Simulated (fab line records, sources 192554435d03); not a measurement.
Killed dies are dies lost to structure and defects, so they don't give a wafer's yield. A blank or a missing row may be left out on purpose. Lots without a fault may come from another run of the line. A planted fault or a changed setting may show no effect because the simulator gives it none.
Which tool did it? | flow n5_finfet | 21 lots, 63 wafers sampled, at 4 steps of a route of 1938

WHAT THE GAUGES READ, wafer by wafer
N5_BEOL_M12_OCD_MEAS_35.
lot  | measured     | on     | trench_depth_nm (nm)
L074 | day 11 09:12 | ocd-02 | 314 317 317
L075 | day 12 05:15 | ocd-02 | 320 319 318
L076 | day 12 06:14 | ocd-02 | 326 317 319
L077 | day 12 11:01 | ocd-02 | 324 318 318
L079 | day 12 11:45 | ocd-02 | 317 314 319
L078 | day 12 15:02 | ocd-02 | 311 312 317
L080 | day 12 15:32 | ocd-01 | 323 317 317
L081 | day 13 00:38 | ocd-01 | 315 312 316
L083 | day 13 19:36 | ocd-02 | 318 316 324
L082 | day 13 22:49 | ocd-02 | 316 327 320
L084 | day 14 02:29 | ocd-02 | 315 315 313
L086 | day 14 11:36 | ocd-02 | 320 321 318
L087 | day 15 02:34 | ocd-02 | 323 322 317
L085 | day 15 04:14 | ocd-02 | 315 317 320
L090 | day 15 17:04 | ocd-02 | 327 317 315
L089 | day 16 05:06 | ocd-02 | 316 324 325
L093 | day 16 11:25 | ocd-01 | 327 319 320
L092 | day 16 20:33 | ocd-01 | 326 326 317
L094 | day 16 22:49 | ocd-01 | 327 315 314
L095 | day 17 00:20 | ocd-01 | 329 312 315
L097 | day 18 02:40 | ocd-02 | 311 326 321

WHICH TOOL RAN EACH LOT (tool, then ch and the chambers of the sampled wafers, then the start)
lot  | N5_BEOL_M12_DESCUM_15              | N5_BEOL_M12_VIA_ETCH_16            | N5_BEOL_M12_TRENCH_ETCH_34
L074 | rie_diel-05 ch 0,1, day 11 07:31   | rie_diel-05 ch 0,1, day 11 07:39   | rie_diel-02 ch 1,2, day 11 09:03
L075 | rie_diel-02 ch 0,1,3, day 12 03:40 | rie_diel-02 ch 0,1,3, day 12 03:46 | rie_diel-05 ch 0,1, day 12 05:05
L076 | rie_diel-06 ch 0,3, day 12 04:49   | rie_diel-06 ch 0,3, day 12 04:54   | rie_diel-05 ch 0,1,3, day 12 06:05
L077 | rie_diel-05 ch 0,1,2, day 12 09:17 | rie_diel-05 ch 0,1,2, day 12 09:22 | rie_diel-05 ch 2,3, day 12 10:52
L079 | rie_diel-02 ch 2,3, day 12 10:07   | rie_diel-02 ch 2,3, day 12 10:12   | rie_diel-06 ch 0,1,3, day 12 11:35
L078 | rie_diel-02 ch 1,2,3, day 12 13:32 | rie_diel-02 ch 1,2,3, day 12 13:41 | rie_diel-02 ch 1,2,3, day 12 14:56
L080 | rie_diel-02 ch 1,3, day 12 13:49   | rie_diel-02 ch 1,3, day 12 13:54   | rie_diel-05 ch 0,2,3, day 12 15:22
L081 | rie_diel-05 ch 0,2,3, day 12 22:44 | rie_diel-05 ch 0,2,3, day 12 22:49 | rie_diel-02 ch 1,2, day 13 00:25
L083 | rie_diel-02 ch 1,3, day 13 18:03   | rie_diel-02 ch 1,3, day 13 18:08   | rie_diel-02 ch 1,2,3, day 13 19:26
L082 | rie_diel-06 ch 1,2,3, day 13 21:23 | rie_diel-06 ch 1,2,3, day 13 21:29 | rie_diel-06 ch 0,2,3, day 13 22:40
L084 | rie_diel-05 ch 0,2, day 14 00:56   | rie_diel-05 ch 0,2, day 14 01:02   | rie_diel-02 ch 0,1,2, day 14 02:20
L086 | rie_diel-05 ch 0,1,2, day 14 09:44 | rie_diel-05 ch 0,1,2, day 14 09:49 | rie_diel-05 ch 0,1,2, day 14 11:27
L087 | rie_diel-02 ch 0,3, day 15 00:42   | rie_diel-02 ch 0,3, day 15 00:50   | rie_diel-06 ch 1,2,3, day 15 02:25
L085 | rie_diel-06 ch 0,1,3, day 15 02:32 | rie_diel-06 ch 0,1,3, day 15 02:38 | rie_diel-05 ch 0,1,2, day 15 04:05
L090 | rie_diel-05 ch 0,1,2, day 15 15:26 | rie_diel-05 ch 0,1,2, day 15 15:31 | rie_diel-06 ch 0,2, day 15 16:54
L089 | rie_diel-02 ch 0,1, day 16 03:35   | rie_diel-02 ch 0,1, day 16 03:41   | rie_diel-06 ch 0,2, day 16 04:56
L093 | rie_diel-02 ch 0,1,2, day 16 09:59 | rie_diel-02 ch 0,1,2, day 16 10:05 | rie_diel-06 ch 0,1,3, day 16 11:16
L092 | rie_diel-06 ch 0,1,2, day 16 18:56 | rie_diel-06 ch 0,1,2, day 16 19:01 | rie_diel-06 ch 1,2,3, day 16 20:23
L094 | rie_diel-06 ch 1,3, day 16 21:22   | rie_diel-06 ch 1,3, day 16 21:27   | rie_diel-06 ch 0,2, day 16 22:40
L095 | rie_diel-02 ch 0,1,2, day 16 21:45 | rie_diel-02 ch 0,1,2, day 16 21:50 | rie_diel-02 ch 0,1,2, day 17 00:11
L097 | rie_diel-05 ch 0, day 18 00:59     | rie_diel-05 ch 0, day 18 01:07     | rie_diel-06 ch 1,2,3, day 18 02:31
- N5_BEOL_M12_DESCUM_15: chemistry O2, time 7.9 s.
- N5_BEOL_M12_VIA_ETCH_16: etches SiOC in C4F8/O2/Ar, target depth 724.8 nm.
- N5_BEOL_M12_TRENCH_ETCH_34: etches SiOC in C4F8/O2/Ar, target depth 318.95 nm, time 125.5 s.

WHAT THE TOOLS THEMSELVES READ (means of the sampled wafers that have a number; where no wafer has one, the mark that the record gives instead)
N5_BEOL_M12_DESCUM_15.
lot  | tool        | chamber_pressure_mTorr (mTorr) | drypump_motor_current_A (A) | oes_product_au (a.u.) | rf_vpp_V (V) | showerhead_plenum_p_Torr (Torr) | throttle_valve_pct (%)
L074 | rie_diel-05 | 20.002                         | 5.4                         | 0.72                  | 241.7        | 2.04                            | 20.2
L075 | rie_diel-02 | 20.016                         | 5.7                         | 0.76                  | 243.3        | 2.14                            | 20.9
L076 | rie_diel-06 | 20.004                         | 5.0                         | 0.81                  | 243.4        | 2.07                            | 20.2
L077 | rie_diel-05 | 19.989                         | 5.7                         | 0.76                  | 241.3        | 2.02                            | 20.2
L079 | rie_diel-02 | 20.000                         | 5.2                         | 0.75                  | 244.7        | 2.16                            | 20.7
L078 | rie_diel-02 | 20.005                         | 5.4                         | 0.76                  | 242.8        | 2.14                            | 20.8
L080 | rie_diel-02 | 20.004                         | 5.6                         | 0.78                  | 243.6        | 2.12                            | 20.9
L081 | rie_diel-05 | 19.994                         | 5.9                         | 0.84                  | 242.1        | 2.05                            | 20.2
L083 | rie_diel-02 | 20.004                         | 5.4                         | 0.83                  | 243.2        | 2.13                            | 20.8
L082 | rie_diel-06 | 20.016                         | 5.5                         | 0.84                  | 243.0        | 2.10                            | 20.2
L084 | rie_diel-05 | 19.990                         | 6.2                         | 0.77                  | 242.2        | 1.98                            | 20.2
L086 | rie_diel-05 | 19.979                         | 5.7                         | 0.74                  | 242.2        | 2.02                            | 20.2
L087 | rie_diel-02 | 20.011                         | 5.9                         | 0.89                  | 245.0        | 2.15                            | 20.8
L085 | rie_diel-06 | 19.990                         | 5.5                         | 0.77                  | 242.7        | 2.08                            | 20.2
L090 | rie_diel-05 | 19.998                         | 5.7                         | 0.72                  | 241.7        | 2.01                            | 20.3
L089 | rie_diel-02 | 19.996                         | 6.0                         | 0.82                  | 243.5        | 2.13                            | 20.8
L093 | rie_diel-02 | 19.993                         | 5.6                         | 0.85                  | 243.5        | 2.13                            | 20.6
L092 | rie_diel-06 | 20.019                         | 5.7                         | 0.78                  | 243.4        | 2.12                            | 20.4
L094 | rie_diel-06 | 19.988                         | 5.9                         | 0.80                  | 242.7        | 2.08                            | 20.1
L095 | rie_diel-02 | 19.999                         | 5.7                         | 0.84                  | 242.8        | 2.13                            | 20.7
L097 | rie_diel-05 | 19.997                         | 6.3                         | 0.72                  | 242.1        | 1.95                            | 20.2

N5_BEOL_M12_VIA_ETCH_16.
lot  | tool        | chamber_pressure_mTorr (mTorr) | drypump_motor_current_A (A) | oes_product_au (a.u.) | rf_vpp_V (V) | showerhead_plenum_p_Torr (Torr) | throttle_valve_pct (%)
L074 | rie_diel-05 | 29.97                          | 5.4                         | 0.65                  | 664.4        | 3.39                            | 24.18
L075 | rie_diel-02 | 30.00                          | 5.7                         | 0.70                  | 667.4        | 3.46                            | 24.52
L076 | rie_diel-06 | 30.01                          | 5.0                         | 0.72                  | 665.2        | 3.39                            | 23.95
L077 | rie_diel-05 | 29.99                          | 5.7                         | 0.68                  | 662.5        | 3.35                            | 24.15
L079 | rie_diel-02 | 29.97                          | 5.2                         | 0.67                  | 667.4        | 3.49                            | 24.37
L078 | rie_diel-02 | 30.00                          | 5.4                         | 0.69                  | 667.3        | 3.46                            | 24.43
L080 | rie_diel-02 | 29.98                          | 5.6                         | 0.70                  | 665.8        | 3.43                            | 24.49
L081 | rie_diel-05 | 29.96                          | 6.0                         | 0.76                  | 664.8        | 3.37                            | 24.03
L083 | rie_diel-02 | 29.97                          | 5.5                         | 0.74                  | 666.4        | 3.44                            | 24.43
L082 | rie_diel-06 | 29.99                          | 5.6                         | 0.74                  | 665.7        | 3.39                            | 23.81
L084 | rie_diel-05 | 30.02                          | 6.2                         | 0.69                  | 661.7        | 3.30                            | 24.19
L086 | rie_diel-05 | 29.99                          | 5.7                         | 0.67                  | 662.5        | 3.34                            | 24.17
L087 | rie_diel-02 | 29.98                          | 5.9                         | 0.80                  | 667.4        | 3.48                            | 24.42
L085 | rie_diel-06 | 30.00                          | 5.5                         | 0.69                  | 665.4        | 3.42                            | 24.00
L090 | rie_diel-05 | 29.99                          | 5.7                         | 0.66                  | 662.6        | 3.33                            | 24.19
L089 | rie_diel-02 | 29.99                          | 6.0                         | 0.74                  | 665.6        | 3.45                            | 24.51
L093 | rie_diel-02 | 30.01                          | 5.7                         | 0.78                  | 667.1        | 3.46                            | 24.38
L092 | rie_diel-06 | 29.98                          | 5.7                         | 0.69                  | 666.8        | 3.45                            | 24.13
L094 | rie_diel-06 | 29.96                          | 5.9                         | 0.70                  | 666.2        | 3.38                            | 23.78
L095 | rie_diel-02 | 30.00                          | 5.7                         | 0.77                  | 665.9        | 3.46                            | 24.38
L097 | rie_diel-05 | 30.03                          | 6.3                         | 0.64                  | 660.5        | 3.27                            | 24.31

N5_BEOL_M12_TRENCH_ETCH_34.
lot  | tool        | chamber_pressure_mTorr (mTorr) | drypump_motor_current_A (A) | oes_product_au (a.u.) | rf_vpp_V (V) | showerhead_plenum_p_Torr (Torr) | throttle_valve_pct (%)
L074 | rie_diel-02 | 30.002                         | 5.3                         | 0.70                  | 667.0        | 3.48                            | 24.44
L075 | rie_diel-05 | 30.003                         | 5.4                         | 0.71                  | 663.6        | 3.38                            | 24.20
L076 | rie_diel-05 | 29.999                         | 5.6                         | 0.81                  | 663.7        | 3.40                            | 24.07
L077 | rie_diel-05 | 30.006                         | 5.7                         | 0.93                  | 665.3        | 3.42                            | 23.88
L079 | rie_diel-06 | 30.010                         | 5.5                         | 0.78                  | 665.9        | 3.43                            | 23.98
L078 | rie_diel-02 | 29.982                         | 5.4                         | 0.76                  | 666.7        | 3.46                            | 24.44
L080 | rie_diel-05 | 30.028                         | 5.9                         | 0.85                  | 663.9        | 3.37                            | 24.02
L081 | rie_diel-02 | 29.971                         | 5.5                         | 0.71                  | 666.4        | 3.45                            | 24.52
L083 | rie_diel-02 | 30.008                         | 5.4                         | 0.76                  | 668.2        | 3.46                            | 24.46
L082 | rie_diel-06 | 29.968                         | 5.2                         | 0.80                  | 665.3        | 3.42                            | 24.08
L084 | rie_diel-02 | 29.999                         | 5.6                         | 0.77                  | 666.7        | 3.47                            | 24.48
L086 | rie_diel-05 | 30.023                         | 5.7                         | 0.74                  | 661.9        | 3.34                            | 24.19
L087 | rie_diel-06 | 30.009                         | 5.6                         | 0.81                  | 664.4        | 3.39                            | 23.82
L085 | rie_diel-05 | 30.015                         | 5.7                         | 0.73                  | 663.1        | 3.34                            | 24.18
L090 | rie_diel-06 | 29.993                         | 5.3                         | 0.75                  | 667.3        | 3.49                            | 24.37
L089 | rie_diel-06 | 30.026                         | 5.4                         | 0.80                  | 666.6        | 3.45                            | 24.20
L093 | rie_diel-06 | 29.985                         | 5.5                         | 0.76                  | 665.9        | 3.41                            | 24.03
L092 | rie_diel-06 | 30.028                         | 5.6                         | 0.81                  | 665.1        | 3.38                            | 23.85
L094 | rie_diel-06 | 30.006                         | 5.3                         | 0.74                  | 667.7        | 3.48                            | 24.38
L095 | rie_diel-02 | 29.973                         | 5.7                         | 0.85                  | 666.0        | 3.46                            | 24.39
L097 | rie_diel-06 | 29.992                         | 5.6                         | 0.78                  | 665.0        | 3.37                            | 23.87

THE ANSWER, worked out from the rows above alone
Rule: what is usual is taken from the lots themselves. Put in order of their means at a reading, lots are off if they are a third of the lots or fewer, leave a main group of 4 or more, and stand apart from it by a gap of 3 or more times the standard deviation of the main group's means; of several such gaps the widest counts. A main group whose means are all the same, to the digits that the tables above print for the reading, isn't used. A lot without any number at a reading at which 4 lots or more have one is off too. The other lots that the step has rows for count as sound. The gauges are gone through in route order, then the tools' own readings, and for those a lot's mean is taken as printed above. The first step at which some lot is off is used, and at that step the reading that is off furthest; a lot without a number counts as furthest.
No lot is off at any reading shown: from this, nothing can be told.

WHAT THE SIMULATOR HAD PUT IN
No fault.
